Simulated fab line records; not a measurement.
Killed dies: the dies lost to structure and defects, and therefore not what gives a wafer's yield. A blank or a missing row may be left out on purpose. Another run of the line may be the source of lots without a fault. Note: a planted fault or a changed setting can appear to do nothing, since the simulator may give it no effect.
Chamber matching	flow nandHarc	NHARC_P_M0_CMP_23 on cmp-03 has 4 sister chambers
The step polishes, t overpolish 20 s, target thk 117.53 nm. 8 wafers are shown with their chamber, then 8 later ones without.

== EACH WAFER AND ITS CHAMBER ==
wafer	chamber	motorCurrentA (A)	timeToEndpointS (s)
L457.3	1	10.6	28.0
L458.4	1	10.9	25.6
L460.1	0	9.7	32.3
L460.5	3	14.5	29.3
L467.1	3	15.7	29.1
L467.2	0	9.9	32.1
L467.6	2	10.9	31.6
L468.1	2	11.2	29.9

== WAFERS WHOSE CHAMBER IS MISSING ==
wafer	motorCurrentA (A)	timeToEndpointS (s)
L468.3	15.1	28.5
L468.6	15.4	28.4
L469.2	15.2	29.9
L469.4	11.1	28.7
L469.5	10.6	26.9
L471.1	10.6	29.7
L471.2	9.9	30.7
L471.6	14.5	31.2

== EACH ONE'S CHAMBER ==
wafer	from the rows above	in truth
L468.3	3	3
L468.6	3	3
L469.2	3	3
L469.4	can't be placed: 2 or 1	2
L469.5	1	1
L471.1	can't be placed: 2 or 1 or 0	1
L471.2	can't be placed: 0 or 2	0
L471.6	3	3
Correct placement for 5 of the 8. From these rows, 3 cannot be placed; in 3 the true chamber is one of the candidates. 0 placed wrongly.
How it was worked out, from the rows above alone: a wafer's distance from a chamber is the root of the sum, over the readings, of the square of ((its reading less the chamber's mean) divided by the reading's scatter). If the next closest chamber is less than 2 further off than the closest, the wafer can't be placed; otherwise it belongs to the closest. The mean given for a chamber averages the wafers shown for that chamber. The scatter is the square root of a quotient: the sum, over the shown wafers, of each reading's squared deviation from its chamber's mean, divided by wafers minus chambers.
